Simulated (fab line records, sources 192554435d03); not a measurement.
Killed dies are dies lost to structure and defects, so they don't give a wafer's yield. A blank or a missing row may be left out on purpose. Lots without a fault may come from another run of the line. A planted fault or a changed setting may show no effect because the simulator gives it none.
fab line records | flow n5_finfet | part 2 of 2: steps 18 to 28 of 28
record lots=5 wafers=15 last_day=17
route steps=1938 shown BEOL_M5@1144
lots that met no fault: from a run of the same line without faults
start_h: hours from the record's first day to the start of the lot's first wafer shown | wait_h: hours since the lot's step before | " the same as in the row above | L1.1+2: a row that stands for several wafers | - no value, or no start given | * or withheld: withheld | < > ~ a bound
route shown NAME@n: a module of which the file shows steps, and the number in the route of the first | usual: mean/standard deviation of fault-free wafers | same: alike in all rows | chamber/n: place in a boat | sites: the reading at each site | _std_site: their standard deviation | _edge_site: outer sites' mean less inner sites' | radius_mm: how far each site lies from the wafer's centre | mask NAME#n: copy n | behind: the tool/chamber that last shaped the wafer | hold: why the lot was held/for how many hours/how that ended | device: the transistor (n, p or np) that didn't switch | end of line: the same wafers' tests at the end of the route | a step without rows: its recipe alone | killed: dies lost to structure and defects at the first sort, not the wafer's yield | map: a wafer's dies, x killed, . not, _ none there
set.NAME: the setting as run; set.NAME@STEP: as run at that earlier step | model.NAME: the simulator's own value behind a step, which no gauge read
lots at some steps of the route; a table a step, a row a wafer
services: from which hour (start_h, from the record's first day; less than 0 if before it) a tool's chamber was out of use, for how many hours, and why
## steps
# step N5_BEOL_M5_ETCH_41
# recipe chemistry=CH3F/O2 target=SiCN target_depth_a=315 taper_deg=2 time_s=56.7 ion_energy_ev=120 mask_material=TiN pressure_mtorr=30 source_w=395 bias_w=75 Ar_flow_sccm=150 CH3F_flow_sccm=30 O2_flow_sccm=20
# usual drypump_motor_current_A=5.6/0.55 oes_product_au=0.80/0.1 rf_fwd_power_W=391.1/1.7 rf_vpp_V=297.2/1.7 showerhead_plenum_p_Torr=1.99/0.073 throttle_valve_pct=16.22/0.22
# columns lot.wafer tool chamber start_h wait_h drypump_motor_current_A oes_product_au rf_fwd_power_W rf_hours_counter_h rf_vpp_V showerhead_plenum_p_Torr throttle_valve_pct
L074.1 rie_diel-05 1 - - 5.8 0.69 392.9 232 294.2 1.90 16.33
L074.2 " 0 " " 5.5 0.90 389.9 37 299.3 2.04 15.78
L074.3 " 2 " " 5.8 0.67 390.7 231 296.6 2.06 16.09
L078.3 rie_diel-03 3 - - 5.5 0.97 390.5 5 296.9 1.97 16.18
L078.5 " 1 " " 4.9 0.86 389.4 - 299.7 2.10 16.41
L078.6 " 3 " " 5.5 0.97 391.1 - 297.4 1.97 16.17
L092.2 rie_diel-04 2 - - 6.3 0.68 393.7 248 297.0 1.96 16.58
L092.4 " 0 " " 5.1 0.69 390.8 239 293.6 1.88 16.29
L092.5 " 3 " " 6.1 0.74 391.3 - 295.7 1.91 16.32
L095.2 rie_diel-03 0 - - 5.7 0.90 393.3 23 296.2 1.95 16.11
L095.3 " 2 " " 6.6 0.74 390.7 190 296.9 2.06 16.29
L095.4 " 1 " " 4.9 0.82 388.1 80 298.4 2.09 16.50
L097.2 rie_diel-05 1 - - 5.8 0.90 390.8 24 299.5 2.13 15.94
L097.4 " 0 " " 5.5 0.82 389.3 93 298.9 2.02 15.88
L097.6 " 1 " " 5.8 0.90 391.8 - 299.7 2.13 15.93
# step N5_BEOL_M5_STRIP_91
# recipe chemistry=N2/H2 time_s=10 power_w=450 temp_c=40 pressure_mtorr=20 rf_frequency_hz=6e+07 bias_power_w=7 n2_flow_sccm=200 h2_flow_sccm=200
# usual drypump_motor_current_A=5.6/0.55 oes_product_au=0.80/0.1 rf_vpp_V=59.0/0.81 showerhead_plenum_p_Torr=2.53/0.094 throttle_valve_pct=23.5/0.44
# columns lot.wafer tool chamber start_h wait_h drypump_motor_current_A oes_product_au rf_hours_counter_h rf_vpp_V showerhead_plenum_p_Torr throttle_valve_pct
L074.1 rie_diel-05 1 - - 5.8 0.70 232 58.3 2.42 24.0
L074.2 " 0 " " 5.5 0.91 37 58.9 2.57 22.7
L074.3 " 2 " " 5.7 0.68 231 58.8 2.60 22.9
L078.3 rie_diel-03 3 - - 5.4 0.96 5 58.7 2.49 23.8
L078.5 " 1 " " 4.9 0.86 - 59.1 2.69 24.1
L078.6 " 3 " " 5.4 0.96 - 57.9 2.49 23.8
L092.2 rie_diel-04 2 - - 6.3 0.68 248 59.0 2.50 24.1
L092.4 " 0 " " 5.1 0.68 239 58.3 2.39 23.5
L092.5 " 3 " " 6.0 0.74 - 59.0 2.43 23.5
L095.2 rie_diel-03 0 - - 5.7 0.92 23 60.6 2.47 23.6
L095.3 " 2 " " 6.6 0.73 190 60.0 2.61 23.3
L095.4 " 1 " " 4.9 0.83 81 59.4 2.68 24.2
L097.2 rie_diel-05 1 - - 5.8 0.92 24 60.5 2.72 23.7
L097.4 " 0 " " 5.5 0.82 93 59.2 2.55 22.8
L097.6 " 1 " " 5.8 0.92 - 58.4 2.72 23.7
# step N5_BEOL_M5_OCD_MEAS_38
# usual trench_depth_nm=71.7/1.5
# columns lot.wafer tool chamber start_h wait_h trench_depth_nm
L074.1 ocd-02 - 163.36 - 67.5
L074.2 " - " " 72.2
L074.3 " - " " 70.1
L078.3 ocd-01 - 198.73 - 74.4
L078.5 " - " " 72.2
L078.6 " - " " 74.3
L092.2 ocd-02 - 279.80 - 71.8
L092.4 " - " " 71.5
L092.5 " - " " 70.9
L095.2 ocd-02 - 304.20 - 73.7
L095.3 " - " " 72.1
L095.4 " - " " 72.6
L097.2 ocd-01 - 326.04 - 69.9
L097.4 " - " " 71.8
L097.6 " - " " 69.8
# step N5_BEOL_M5_HM_STRIP_39
# recipe chemistry=peroxide_tin_strip material=TiN target_depth_a=250 temp_c=50 time_s=158
# columns lot.wafer tool chamber start_h wait_h
L074.1+2+3 wet_bench-04 2,3,6 163.40 0.0
L078.3+5+6 wet_bench-03 2,1,5 198.76 0.0
L092.2+4+5 wet_bench-03 5,2,1 279.83 0.0
L095.2+3+4 wet_bench-03 0,7,2 304.24 0.0
L097.2+4+6 wet_bench-04 4,3,0 326.08 0.0
# step N5_BEOL_M5_SRD_40
# recipe time_s=30 temp_c=23 rinse_liquid=diw dry=ipa_marangoni
# columns lot.wafer tool chamber start_h wait_h
L074.1+2+3 wet_bench-04 2,3,6 163.44 0.0
L078.3+5+6 wet_bench-03 2,1,5 198.85 0.0
L092.2+4+5 wet_bench-03 5,2,1 279.87 0.0
L095.2+3+4 wet_bench-03 0,7,2 304.29 0.0
L097.2+4+6 wet_bench-04 4,3,0 326.12 0.0
# step N5_BEOL_M5_PRECLEAN_42
# recipe chemistry=residue_remover time_s=60 temp_c=40
# columns lot.wafer tool chamber start_h wait_h
L074.1+2+3 wet_bench-04 2,3,6 163.46 0.0
L078.3+5+6 wet_bench-03 2,1,5 198.89 0.0
L092.2+4+5 wet_bench-03 5,2,1 279.89 0.0
L095.2+3+4 wet_bench-03 0,7,2 304.31 0.0
L097.2+4+6 wet_bench-04 4,3,0 326.14 0.0
# step N5_BEOL_M5_SRD_43
# recipe time_s=30 temp_c=23 rinse_liquid=diw dry=ipa_marangoni
# columns lot.wafer tool chamber start_h wait_h
L074.1+2+3 wet_bench-04 2,3,6 163.48 0.0
L078.3+5+6 wet_bench-03 2,1,5 198.92 0.0
L092.2+4+5 wet_bench-03 5,2,1 279.91 0.0
L095.2+3+4 wet_bench-03 0,7,2 304.32 0.0
L097.2+4+6 wet_bench-04 4,3,0 326.16 0.0
# step N5_BEOL_M5_CD_MEAS_35
# recipe target_cd_nm=28 target_cd_y_nm=24 polarity=opening
# usual cd_nm=28.0/0.37
# columns lot.wafer tool chamber start_h wait_h cd_nm
L074.1 cd_sem-02 - 163.52 0.0 28.0
L074.2 " - " " 28.0
L074.3 " - " " 28.2
L078.3 cd_sem-03 - 198.98 0.0 28.3
L078.5 " - " " 28.3
L078.6 " - " " 27.9
L092.2 cd_sem-01 - 279.95 0.0 28.0
L092.4 " - " " 27.3
L092.5 " - " " 28.4
L095.2 cd_sem-03 - 304.37 0.0 28.2
L095.3 " - " " 27.8
L095.4 " - " " 28.4
L097.2 cd_sem-02 - 326.20 0.0 28.5
L097.4 " - " " 28.1
L097.6 " - " " 28.3
# step N5_BEOL_M5_CURE_80
# recipe temp_c=370 time_s=120 ambient=DMADMS/He material=SiCOH_lowk
# usual lamp_power_pct=52.31/0.054 wafer_temp_C_max=371.6/0.52
# columns lot.wafer tool chamber start_h wait_h lamp_power_pct wafer_temp_C_max
L074.1 uv_cure-03 1 163.56 0.0 52.31 371.5
L074.2 " 1 " " 52.37 371.4
L074.3 " 1 " " 52.25 372.3
L078.3 uv_cure-02 0 199.12 0.1 52.33 371.5
L078.5 " 0 " " 52.26 371.4
L078.6 " 0 " " 52.28 371.2
L092.2 uv_cure-02 1 280.09 0.1 52.29 371.1
L092.4 " 1 " " 52.23 371.4
L092.5 " 1 " " 52.39 371.0
L095.2 uv_cure-03 2 304.58 0.2 52.18 372.6
L095.3 " 2 " " 52.22 372.4
L095.4 " 2 " " 52.21 372.2
L097.2 uv_cure-01 1 326.29 0.1 52.34 371.6
L097.4 " 1 " " 52.31 371.4
L097.6 " 1 " " 52.24 371.3
# step N5_BEOL_M5_DEGAS_44
# recipe ambient=vacuum temp_c=250 time_s=60
# usual heater_power_w=320/32
# columns lot.wafer tool chamber start_h wait_h heater_power_w
L074.1 pvd_sputter-02 - 163.97 0.4 365
L074.2 " - " " 320
L074.3 " - " " 332
L078.3 pvd_sputter-03 - 199.47 0.3 258
L078.5 " - " " 253
L078.6 " - " " 329
L092.2 pvd_sputter-03 - 280.65 0.5 254
L092.4 " - " " 299
L092.5 " - " " 252
L095.2 pvd_sputter-02 - 305.11 0.4 325
L095.3 " - " " 322
L095.4 " - " " 360
L097.2 pvd_sputter-03 - 326.65 0.3 258
L097.4 " - " " 334
L097.6 " - " " 252
# step N5_BEOL_M5_PRE_CLEAN_45
# recipe gas=H2/He time_s=30 temp_c=250
# usual heater_power_w=320/32
# columns lot.wafer tool chamber start_h wait_h heater_power_w
L074.1 pvd_sputter-02 - 164.01 0.0 358
L074.2 " - " " 322
L074.3 " - " " 342
L078.3 pvd_sputter-03 - 199.51 0.0 250
L078.5 " - " " 253
L078.6 " - " " 321
L092.2 pvd_sputter-03 - 280.69 0.0 260
L092.4 " - " " 300
L092.5 " - " " 255
L095.2 pvd_sputter-02 - 305.15 0.0 325
L095.3 " - " " 320
L095.4 " - " " 348
L097.2 pvd_sputter-03 - 326.69 0.0 253
L097.4 " - " " 324
L097.6 " - " " 256
## services
# columns tool chamber start_h hours kind
euv_scanner-01 - 144.57 1.2 repair
uv_cure-01 - 151.81 4.8 repair
euv_scanner-01 - 153.09 1.0 pm
uv_cure-02 - 154.86 2.2 repair
uv_cure-01 - 162.00 5.0 pm
rie_diel-03 3 162.99 - clean
rie_diel-03 3 162.99 - consumable_replace:focus_ring
rie_diel-03 3 162.99 17.8 scheduled_down
rie_diel-03 3 162.99 17.8 vent_cycle
uv_cure-01 - 171.95 1.5 repair
euv_scanner-02 - 181.43 1.0 pm
rie_diel-04 1 183.48 4.8 repair
euv_scanner-02 - 185.99 1.1 repair
euv_scanner-01 - 209.24 1.0 pm
euv_scanner-01 - 225.28 4.6 pm
euv_scanner-01 - 231.23 1.8 repair
euv_scanner-01 - 233.45 2.0 repair
euv_scanner-02 - 237.58 1.0 pm
euv_scanner-02 - 247.72 4.6 pm
euv_scanner-02 - 256.36 0.5 repair
euv_scanner-01 - 265.39 1.0 pm
euv_scanner-02 - 293.73 1.0 pm
euv_scanner-01 - 320.86 5.8 pm
uv_cure-03 - 322.08 8.3 repair
